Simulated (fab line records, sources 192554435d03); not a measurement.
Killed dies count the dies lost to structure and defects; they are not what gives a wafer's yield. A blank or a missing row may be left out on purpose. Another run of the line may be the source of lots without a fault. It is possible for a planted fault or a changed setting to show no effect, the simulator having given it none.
Matching of chambers | flow n5-finfet | 4 sister chambers for N5_SD_EPI_N_LINER_46 on ald-sin-01
The step material SiNx, target thk 3 nm. 8 wafers are shown with their chamber, then 10 later ones without.

== WAFERS, EACH WITH ITS CHAMBER ==
wafer  | chamber | heater-power-w (W)
L083.1 | 1       | 818
L084.6 | 2       | 1024
L085.4 | 2       | 1016
L087.1 | 3       | 885
L087.5 | 1       | 818
L087.6 | 0       | 959
L092.2 | 0       | 938
L092.4 | 3       | 865

== WAFERS WHOSE CHAMBER IS MISSING ==
wafer  | heater-power-w (W)
L092.5 | 1024
L094.2 | 1018
L094.3 | 950
L094.5 | 801
L095.1 | 1013
L095.4 | 875
L095.6 | 944
L097.3 | 857
L097.5 | 864
L097.6 | 1013

== THE CHAMBER EACH PASSED THROUGH ==
wafer  | from the rows above     | in truth
L092.5 | 2                       | 2
L094.2 | 2                       | 2
L094.3 | 0                       | 0
L094.5 | 1                       | 1
L095.1 | 2                       | 2
L095.4 | 3                       | 3
L095.6 | 0                       | 0
L097.3 | can't be placed: 3 or 1 | 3
L097.5 | 3                       | 3
L097.6 | 2                       | 2
Correct placement for 9 of the 10. From these rows, 1 cannot be placed; in 1 the true chamber is one of the candidates. Wrongly placed: 0.
How it was worked out, from the rows above alone: a wafer's distance from a chamber is the root of the sum, over the readings, of the square of ((its reading less the chamber's mean) divided by the reading's scatter). The wafer belongs to the nearest chamber; if the next one is less than 2 further off, it can't be placed. The mean given for a chamber averages the wafers shown for that chamber. How the scatter is found: for the shown wafers, subtract from each reading the mean of its chamber, square and add these, divide the total by (wafers less chambers), then take the root.
